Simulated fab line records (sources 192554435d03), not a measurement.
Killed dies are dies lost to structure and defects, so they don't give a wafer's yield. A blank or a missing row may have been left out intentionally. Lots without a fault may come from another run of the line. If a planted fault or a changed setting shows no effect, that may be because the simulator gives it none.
Problem report in the 8D (eight disciplines) form, filled by code ; flow n5 finfet ; the parts of the form that need people (team, actions taken, sign-off) are left out

1. WHAT WENT WRONG
rf fwd power W at N5_BEOL_M4_ETCH_70 reads a mean of 634.5 W on 2 wafers of 1 lot; wafers without a fault read 836.3 W with a standard deviation of 2.8. That puts it -72 standard deviations away from the usual mean.
The step: etches SOC in N2/H2, target depth 80 nm, overetch 24 nm, time 130 s.
The first sign was on wafer L731.1 at day 13 20:19, on rie diel-01. Wafers with a number at this step in the record: 15, from 5 lots. The rule behind "out" and "out of limits": a value lying over 4 standard deviations away from the usual mean. The other wafers with a number count as sound.

2. WHAT THIS IS AND IS NOT
question;is;is not
which readings at this step;rf fwd power W, rf vpp V;drypump motor current A, h2 flow sccm, oes product au, showerhead plenum p Torr, throttle valve pct
which lots;L731;L721, L727, L737, L739
which wafers of those lots;L731.1, L731.6;L731.3
read on which tools;rie diel-01;rie diel-04, rie diel-05
when;from day 13 20:19;"up to then (7 sound wafers); but 6 sound wafers of L737, L739 came after"

3. SUSPECTS, AND WHAT RULES EACH OUT
Counting: a tool at a process step up to the reading stays a suspect if it ran every lot that is out. Sound lots after the first of them don't rule it out here, since some wafers of a struck lot are sound.
- rie diel-04 at N5_BEOL_M4_DESCUM_33 (chemistry O2, time 7 s): kept. It ran the lot that is out, L731 (day 11 18:28).
- rie diel-04 at N5_BEOL_M4_ETCH_77 (etches underlayer in N2/H2, target depth 6.5 nm, time 5.2 s): kept. It ran the lot that is out, L731 (day 11 18:30).
- rie diel-04 at N5_BEOL_M4_ETCH_69 (etches SiARC in CF4, target depth 15.6 nm, time 26 s): kept. It ran the lot that is out, L731 (day 11 18:31).
- ald sin-01 at N5_BEOL_M4_ALD_98 (deposits SiO2, target thk 2.5 nm, pulse time 1 s, co reactant pulse time 1 s): kept. It ran the lot that is out, L731 (day 11 18:42).
- rie diel-01 at N5_BEOL_M4_ETCHBACK_99 (etches SiO2 in CHF3, target depth 5 nm, time 10.4 s): kept. The lot that is out, L731, ran on it at day 13 20:17; the last sound lot it ran before that was L727, at day 11 21:16.
- rie diel-01 at N5_BEOL_M4_ETCH_70 (etches SOC in N2/H2, target depth 80 nm, overetch 24 nm, time 130 s): kept. The lot that is out, L731, ran on it at day 13 20:19; the last sound lot it ran before that was L727, at day 11 21:18. Out on those wafers are its own readings of rf fwd power W, rf vpp V.
- Within ald sin-01 at N5_BEOL_M4_ALD_98: the wafers that are out ran in chambers 1, 3; their sound lot-mates ran in chamber 0.
- Within rie diel-01 at N5_BEOL_M4_ETCHBACK_99: the wafers that are out ran in chamber 1; their sound lot-mates ran in chamber 3.
- Within rie diel-01 at N5_BEOL_M4_ETCH_70: the wafers that are out ran in chamber 1; their sound lot-mates ran in chamber 3.
Left after counting: rie diel-04 at N5_BEOL_M4_DESCUM_33, rie diel-04 at N5_BEOL_M4_ETCH_77, rie diel-04 at N5_BEOL_M4_ETCH_69, ald sin-01 at N5_BEOL_M4_ALD_98, rie diel-01 at N5_BEOL_M4_ETCHBACK_99, rie diel-01 at N5_BEOL_M4_ETCH_70.

4. THE CAUSE (what the simulator had put in)
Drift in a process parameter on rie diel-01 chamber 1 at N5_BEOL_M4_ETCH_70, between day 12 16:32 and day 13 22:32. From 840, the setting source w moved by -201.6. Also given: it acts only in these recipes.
6 suspects survive the count, and this tool is in that group.

5. SEQUENCE OF EFFECTS, ordered by route
Each row: a reading where the mean over the struck wafers with a number is more than 3 standard deviations away from the usual. Only readings whose record carries a usual standard deviation are examined. hours: median over the lots of the time between each lot's start at the first step of this table that gives one and its start at this step. sigmas: the change, counted in usual standard deviations.
hours;step;reading;usual;on struck wafers;change;sigmas
0;N5_BEOL_M4_ETCH_70;rf fwd power W;836.3 W;634.5;-201.8;-72
0;N5_BEOL_M4_ETCH_70;rf vpp V;523.8 V;575.5;+51.7;+25
Process steps it contains:
- N5_BEOL_M4_ETCH_70: etches SOC in N2/H2, target depth 80 nm, overetch 24 nm, time 130 s.
Later steps that measure or inspect, where all struck wafers having a row at the step show a number for every such reading and not one has moved that far: N5_BEOL_M4_RC_MEAS_101.

6. WHAT WOULD HAVE CAUGHT IT SOONER
The fault began at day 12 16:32; the first out-of-limits reading in this record came at day 13 20:19, 28 hours later.
